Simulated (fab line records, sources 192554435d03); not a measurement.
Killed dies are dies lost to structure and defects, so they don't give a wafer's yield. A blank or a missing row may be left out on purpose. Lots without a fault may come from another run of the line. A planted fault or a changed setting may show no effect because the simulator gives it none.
fab line records | flow n5_finfet
record lots=6 wafers=18 last_day=18
route steps=1938 shown SDB@349 BEOL_M4@1111 PASSIVATION@1936
lots that met no fault: from a run of the same line without faults
start_h: hours from the record's first day to the start of the lot's first wafer shown | wait_h: hours since the lot's step before | " the same as in the row above | L1.1+2: a row that stands for several wafers | - no value, or no start given | * or withheld: withheld | < > ~ a bound
route shown NAME@n: a module of which the file shows steps, and the number in the route of the first | usual: mean/standard deviation of fault-free wafers | same: alike in all rows | chamber/n: place in a boat | sites: the reading at each site | _std_site: their standard deviation | _edge_site: outer sites' mean less inner sites' | radius_mm: how far each site lies from the wafer's centre | mask NAME#n: copy n | behind: the tool/chamber that last shaped the wafer | hold: why the lot was held/for how many hours/how that ended | device: the transistor (n, p or np) that didn't switch | end of line: the same wafers' tests at the end of the route | a step without rows: its recipe alone | killed: dies lost to structure and defects at the first sort, not the wafer's yield | map: a wafer's dies, x killed, . not, _ none there
set.NAME: the setting as run; set.NAME@STEP: as run at that earlier step | model.NAME: the simulator's own value behind a step, which no gauge read
lots at some steps of the route; a table a step, a row a wafer
services: from which hour (start_h, from the record's first day; less than 0 if before it) a tool's chamber was out of use, for how many hours, and why
## steps
# step N5_SDB_COAT_04
# recipe resist=SiARC temp_c=220 time_s=60 spin_rpm=1500 resist_thk_nm=18
# step N5_SDB_COAT_05
# recipe resist=CAR-ArF spin_rpm=1500 resist_thk_nm=90
# step N5_SDB_EBR_07
# recipe solvent=PGMEA ebr_width_mm=1.5
# step N5_SDB_SOFTBAKE_06
# recipe temp_c=110 time_s=60 resist=CAR-ArF
# step N5_SDB_EXPOSE_08
# recipe mask_id=SDB na=1.35 source_shape=conventional sigma_outer=0.5 polarization=unpolarized dose_mj=49.6
# step N5_SDB_PEB_09
# recipe peb_temp_c=withheld peb_time_s=60 resist=CAR-ArF
# step N5_SDB_DEVELOP_10
# recipe develop_time_s=30 developer=TMAH resist=CAR-ArF rinse_liquid=diw dry=air_spin dev_temp_c=23
# step N5_SDB_CD_MEAS_11
# recipe target_cd_nm=50 landing_energy_ev=500 detector=se_inlens polarity=opening
# usual cd_nm=50.3/1.1
# columns lot.wafer tool chamber start_h wait_h cd_nm
L165.3 cd_sem-01 0 71.85 - 51.3
L165.4 " 0 " " 50.4
L165.5 " 0 " " 49.8
L168.2 cd_sem-03 0 88.42 - 49.8
L168.4 " 0 " " 50.6
L168.6 " 0 " " 50.5
L175.2 cd_sem-03 0 134.29 - 51.6
L175.3 " 0 " " 51.6
L175.6 " 0 " " 53.6
L177.2 cd_sem-03 0 146.08 - 50.8
L177.3 " 0 " " 50.1
L177.4 " 0 " " 48.5
L179.2 cd_sem-01 0 158.10 - 50.4
L179.5 " 0 " " 52.1
L179.6 " 0 " " 51.5
L182.1 cd_sem-03 0 173.96 - 50.0
L182.2 " 0 " " 49.3
L182.3 " 0 " " 48.9
# step N5_SDB_OVL_MEAS_12
# recipe points_per_wafer=44
# usual SDB_OVL=0.1/0.78
# columns lot.wafer tool chamber start_h wait_h SDB_OVL[nm]
L165.3 overlay-02 0 71.87 0.0 0.7
L165.4 " 0 " " -0.1
L165.5 " 0 " " 0.6
L168.2 overlay-02 0 88.45 0.0 0.3
L168.4 " 0 " " 0.3
L168.6 " 0 " " 0.0
L175.2 overlay-01 0 134.31 0.0 0.8
L175.3 " 0 " " 0.0
L175.6 " 0 " " -0.3
L177.2 overlay-01 0 146.10 0.0 0.3
L177.3 " 0 " " -0.2
L177.4 " 0 " " -0.4
L179.2 overlay-01 0 158.13 0.0 0.2
L179.5 " 0 " " -0.3
L179.6 " 0 " " -0.2
L182.1 overlay-02 0 173.99 0.0 -1.4
L182.2 " 0 " " 0.4
L182.3 " 0 " " -0.6
# step N5_SDB_INSPECT_13
# recipe mode=adi inspect_instrument=brightfield
# usual raw_defect_count=68/30
# columns lot.wafer tool chamber start_h wait_h raw_defect_count
L165.3 defect_inspect-02 - 71.90 0.0 113
L165.4 " - " " 90
L165.5 " - " " 50
L168.2 defect_inspect-01 - 88.48 0.0 60
L168.4 " - " " 68
L168.6 " - " " 72
L175.2 defect_inspect-01 - 134.34 0.0 38
L175.3 " - " " 52
L175.6 " - " " 40
L177.2 defect_inspect-02 - 146.13 0.0 44
L177.3 " - " " 31
L177.4 " - " " 60
L179.2 defect_inspect-02 - 158.15 0.0 59
L179.5 " - " " 53
L179.6 " - " " 54
L182.1 defect_inspect-02 - 174.01 0.0 42
L182.2 " - " " 73
L182.3 " - " " 74
# step N5_SDB_DESCUM_16
# recipe chemistry=O2 time_s=7.9 source_power_w=50 bias_power_w=20 pressure_mtorr=20 rf_frequency_hz=2.712e+07 temp_c=40 resist=CAR-ArF o2_flow_sccm=225
# usual drypump_motor_current_A=5.6/0.42 oes_product_au=0.81/0.099 rf_fwd_power_W=49.39/0.24 rf_vpp_V=243.0/1.6 showerhead_plenum_p_Torr=2.08/0.083 throttle_valve_pct=20.43/0.24
# columns lot.wafer tool chamber start_h wait_h drypump_motor_current_A oes_product_au rf_fwd_power_W rf_hours_counter_h rf_vpp_V showerhead_plenum_p_Torr throttle_valve_pct
L165.3 rie_diel-01 2 71.93 0.0 5.9 0.71 49.70 193 241.1 1.98 20.42
L165.4 " 1 " " 5.2 0.72 49.58 213 244.6 2.16 20.48
L165.5 " 1 " " 5.2 0.71 49.77 - 243.9 2.16 20.46
L168.2 rie_diel-04 0 88.51 0.0 5.1 0.69 49.40 231 242.0 2.08 20.84
L168.4 " 0 " " 5.1 0.70 49.42 - 243.6 2.09 20.83
L168.6 " 2 " " 5.4 0.86 48.88 - 242.0 2.12 20.05
L175.2 rie_diel-04 0 134.37 0.0 5.1 0.68 49.28 247 241.8 2.08 20.88
L175.3 " 1 " " 6.5 0.90 49.75 32 240.8 2.04 20.62
L175.6 " 2 " " 5.4 0.84 49.08 - 242.9 2.11 20.07
L177.2 rie_diel-04 1 146.38 0.2 6.5 0.88 49.79 38 241.1 2.04 20.63
L177.3 " 0 " " 5.1 0.67 49.62 253 243.0 2.08 20.88
L177.4 " 1 " " 6.5 0.88 49.60 - 242.8 2.04 20.61
L179.2 rie_diel-01 0 158.22 0.1 5.5 0.94 49.26 5 242.3 2.05 20.28
L179.5 " 0 " " 5.5 0.93 49.33 - 244.3 2.05 20.26
L179.6 " 2 " " 5.9 0.68 49.35 - 242.0 1.97 20.46
L182.1 rie_diel-01 0 174.05 0.0 5.4 0.92 49.33 12 243.9 2.05 20.30
L182.2 " 3 " " 4.9 0.91 49.24 29 243.4 2.14 20.19
L182.3 " 2 " " 6.0 0.68 49.51 238 241.3 1.97 20.48
# step N5_SDB_ETCH_17
# recipe chemistry=CF4 target=SiARC target_depth_a=234 mask_material=CAR-ArF time_s=39 ion_energy_ev=80 pressure_mtorr=40 source_w=545 bias_w=36 Ar_flow_sccm=100 cf4_flow_sccm=100 ends=cleared
# usual drypump_motor_current_A=5.6/0.42 etch_rf_on_time_s=38.9/0.86 oes_product_au=0.69/0.083 rf_fwd_power_W=534.9/2.9 rf_vpp_V=183.9/1.2 showerhead_plenum_p_Torr=2.13/0.077 throttle_valve_pct=15.62/0.27
# columns lot.wafer tool chamber start_h wait_h drypump_motor_current_A etch_rf_on_time_s oes_product_au rf_fwd_power_W rf_hours_counter_h rf_vpp_V showerhead_plenum_p_Torr throttle_valve_pct
L165.3 rie_diel-01 2 71.97 0.0 5.9 38.8 0.62 536.4 193 181.6 2.05 15.76
L165.4 " 1 " " 5.2 39.7 0.60 537.4 213 185.5 2.21 15.75
L165.5 " 1 " " 5.2 39.4 0.61 536.6 - 184.9 2.21 15.76
L168.2 rie_diel-04 0 88.54 0.0 5.1 39.5 0.59 534.1 231 182.5 2.12 15.95
L168.4 " 0 " " 5.1 38.9 0.60 534.8 - 183.7 2.12 15.95
L168.6 " 2 " " 5.4 40.2 0.73 531.0 - 184.3 2.17 15.21
L175.2 rie_diel-04 0 134.41 0.0 5.1 39.0 0.58 535.9 247 182.7 2.11 15.99
L175.3 " 1 " " 6.5 38.3 0.77 537.5 32 183.2 2.11 15.79
L175.6 " 2 " " 5.4 40.8 0.69 531.1 - 184.6 2.17 15.27
L177.2 rie_diel-04 1 146.41 0.0 6.5 38.6 0.75 538.6 38 185.4 2.11 15.80
L177.3 " 0 " " 5.1 39.0 0.58 536.5 253 184.0 2.11 16.00
L177.4 " 1 " " 6.5 38.6 0.75 539.3 - 184.6 2.11 15.80
L179.2 rie_diel-01 0 158.26 0.0 5.5 38.8 0.79 538.2 5 185.0 2.11 15.44
L179.5 " 0 " " 5.5 38.8 0.79 536.8 - 183.6 2.11 15.45
L179.6 " 2 " " 6.0 39.0 0.59 535.8 - 183.2 2.03 15.83
L182.1 rie_diel-01 0 174.08 0.0 5.5 38.2 0.79 536.2 12 184.1 2.11 15.46
L182.2 " 3 " " 4.9 37.7 0.78 532.8 29 185.3 2.18 15.36
L182.3 " 2 " " 6.0 38.4 0.59 539.0 238 182.0 2.03 15.85
# step N5_SDB_ETCH_18
# recipe chemistry=N2/H2 target=SOC target_depth_a=1000 overetch_a=200 mask_material=SiARC temp_c=40 time_s=150 ion_energy_ev=200 pressure_mtorr=30 source_w=840 bias_w=150 n2_flow_sccm=200 h2_flow_sccm=200
# usual drypump_motor_current_A=5.6/0.42 oes_product_au=0.72/0.082 rf_fwd_power_W=837.0/2.6 rf_vpp_V=523.5/2.8 showerhead_plenum_p_Torr=2.53/0.098 throttle_valve_pct=17.80/0.27
# columns lot.wafer tool chamber start_h wait_h drypump_motor_current_A oes_product_au rf_fwd_power_W rf_hours_counter_h rf_vpp_V showerhead_plenum_p_Torr throttle_valve_pct model.SiARC_of_SDB_COAT_04.thk_nm
L165.3 rie_diel-01 2 72.00 0.0 5.9 0.65 839.6 193 517.8 2.41 17.96 12.8
L165.4 " 1 " " 5.2 0.65 830.8 213 525.3 2.63 17.92 12.8
L165.5 " 1 " " 5.2 0.64 833.4 - 525.6 2.63 17.92 12.8
L168.2 rie_diel-04 0 88.58 0.0 5.1 0.62 836.9 231 522.8 2.49 17.93 12.8
L168.4 " 0 " " 5.1 0.62 833.6 - 521.1 2.49 17.94 12.8
L168.6 " 2 " " 5.4 0.76 833.8 - 525.9 2.57 17.34 13
L175.2 rie_diel-04 0 134.44 0.0 5.1 0.61 839.9 247 521.6 2.49 17.96 12.8
L175.3 " 1 " " 6.5 0.80 839.3 32 522.0 2.48 18.04 12.6
L175.6 " 2 " " 5.4 0.75 833.7 - 525.2 2.57 17.39 9.6
L177.2 rie_diel-04 1 146.45 0.0 6.5 0.79 837.5 38 522.4 2.48 18.07 12.6
L177.3 " 0 " " 5.1 0.61 837.6 253 522.2 2.48 17.96 12.8
L177.4 " 1 " " 6.5 0.79 838.3 - 523.3 2.48 18.08 9
L179.2 rie_diel-01 0 158.29 0.0 5.5 0.84 838.8 5 522.2 2.49 17.65 12.8
L179.5 " 0 " " 5.5 0.83 836.9 - 522.0 2.49 17.63 12.8
L179.6 " 2 " " 6.0 0.61 838.7 - 518.3 2.40 18.02 13
L182.1 rie_diel-01 0 174.12 0.0 5.5 0.81 835.8 12 522.8 2.48 17.66 12.6
L182.2 " 3 " " 5.0 0.81 835.5 29 524.6 2.58 17.46 12.6
L182.3 " 2 " " 6.0 0.62 838.1 238 520.0 2.40 18.02 12.8
# step N5_SDB_STRIP_19
# recipe chemistry=N2/H2 temp_c=40 n2_flow_sccm=200 h2_flow_sccm=200 rf_frequency_hz=6e+07
# step N5_BEOL_M4_RC_MEAS_101
# usual DIBL_N=36.5/1.9 DIBL_P=36.4/2.2 IOFF_N=0.17/0.034 IOFF_P=0.21/0.036 ION_N=678/12 ION_P=462/7.1 SS_N=71.7/0.61 SS_P=73.4/0.71 VT_N=249/3.5 VT_P=-251/3
# columns lot.wafer tool chamber start_h wait_h DIBL_N[mV/V] DIBL_P[mV/V] IOFF_N[nA/um] IOFF_P[nA/um] ION_N[uA/um] ION_P[uA/um] SS_N[mV/dec] SS_P[mV/dec] VT_N[mV] VT_P[mV]
L165.3 prober-02 0 185.66 0.3 37.7 37.4 0.18 0.21 683 463 70.5 73.3 244 -250
L165.4 " 0 " " 38.9 38.7 0.19 0.24 687 468 72.2 74.2 247 -246
L165.5 " 0 " " 40.3 40.3 0.22 0.27 683 464 71.6 74.4 244 -245
L168.2 prober-01 0 192.88 0.2 34.3 34.1 0.14 0.19 681 467 71.1 72.9 251 -249
L168.4 " 0 " " 36.2 36.3 0.18 0.21 689 469 70.6 73.3 246 -245
L168.6 " 0 " " 35.8 35.6 0.17 0.20 679 461 71.6 73.6 249 -247
L175.2 prober-02 0 274.70 0.2 35.1 35.2 0.13 0.17 678 462 71.4 72.1 253 -255
L175.3 " 0 " " 37.2 36.2 0.14 0.19 665 457 72.5 72.8 253 -250
L175.6 " 0 " " 34.6 33.8 0.11 0.15 647 441 70.9 72.4 257 -256
L177.2 prober-01 0 289.64 0.2 39.4 39.8 0.20 0.22 678 455 72.7 74.0 248 -254
L177.3 " 0 " " 39.5 40.4 0.22 0.25 705 469 71.9 74.3 245 -252
L177.4 " 0 " " 37.7 37.5 0.16 0.19 670 451 72.4 74.2 251 -253
L179.2 prober-02 0 294.74 0.2 32.7 33.2 0.10 0.15 666 457 71.2 72.3 259 -255
L179.5 " 0 " " 31.8 31.3 0.09 0.13 658 458 70.4 71.8 258 -258
L179.6 " 0 " " 37.3 38.2 0.17 0.22 680 468 71.7 73.7 249 -251
L182.1 prober-01 0 307.10 0.0 33.9 34.5 0.13 0.16 677 457 71.3 73.2 256 -256
L182.2 " 0 " " 35.0 36.1 0.15 0.18 666 455 71.2 74.0 251 -254
L182.3 " 0 " " 30.1 30.3 0.09 0.12 664 455 70.3 71.6 258 -260
# step N5_PASSIVATION_PROBE_49
# usual defect_limited_yield=91.0/1.5 killed_at_M0_to_M3=35/11 killed_at_M4_up=13/5 killed_at_contacts=12/5.9 killed_at_front_end=42/13 killed_at_other=3/3.2 killed_dies=106/18 killed_open=69/13 killed_short=35/8.9 sort_bin_5_function=5.2/0.95 sort_bin_6_memory=3.3/0.71 sort_bin_8_speed=0.00/0.016 sort_n_pass=1074/18 sort_yield_pct=91.0/1.5
# same gross_dies=1180 killed_at_back_side=0 sort_bin_4_leakage[%]=0
# columns lot.wafer tool chamber start_h wait_h defect_limited_yield[%] killed_at_M0_to_M3 killed_at_M4_up killed_at_contacts killed_at_front_end killed_at_other killed_dies killed_open killed_short sort_bin_5_function[%] sort_bin_6_memory[%] sort_bin_8_speed[%] sort_n_pass sort_yield_pct[%]
L179.2 prober-02 - 402.39 0.1 92.7 20 7 17 36 6 86 63 21 4.7 2.5 0 1094 92.7
# killed by level:class
L179.2 MOL_CONTACT_COAG:geometric_particle:open=15 FIN_SAQP:geometric_particle:open=11 STI_FIN_REVEAL:geometric_particle:open=6 FIN_SAQP:geometric_particle:short=5 BEOL_M0:geometric_particle:open=5 BEOL_M2:geometric_particle:open=5 STARTING-WAFER:geometric_particle:open=5 BEOL_M3:geometric_particle:open=4
## services
# columns tool chamber start_h hours kind
rie_diel-01 3 72.93 - clean
rie_diel-01 3 72.93 - consumable_replace:esc
rie_diel-01 3 72.93 - consumable_replace:focus_ring
rie_diel-01 3 72.93 27.6 scheduled_down
rie_diel-01 3 72.93 27.6 vent_cycle
rie_diel-04 1 80.43 8.6 repair
rie_diel-01 2 88.49 2.0 repair
rie_diel-04 3 128.01 - clean
rie_diel-04 3 128.01 - consumable_replace:focus_ring
rie_diel-04 3 128.01 - consumable_replace:showerhead
rie_diel-04 3 128.01 28.4 scheduled_down
rie_diel-04 3 128.01 28.4 vent_cycle
rie_diel-01 0 128.11 - clean
rie_diel-01 0 128.11 - consumable_replace:focus_ring
rie_diel-01 1 153.53 - clean
rie_diel-01 1 153.53 - consumable_replace:focus_ring
rie_diel-01 1 153.53 22.3 scheduled_down
rie_diel-01 1 153.53 22.3 vent_cycle
rie_diel-04 2 165.85 1.5 repair
rie_diel-04 0 170.71 17.3 repair
## key
first_sign none at tools or gauges
model_effect step=N5_SDB_ETCH_18 value=SiARC_of_SDB_COAT_04.thk_nm without=12.8 struck=9.3
met_at N5_SDB_ETCH_18
struck_wafers L175.6,L177.4
onset_between 88.58 134.44
fault kind=process_parameter_drift tool=rie_diel-04 chamber=- onset_h=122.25 steps=N5_SDB_ETCH_18 channel=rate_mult offset=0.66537 shape=step end_h=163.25 scope=struck_wafers_only
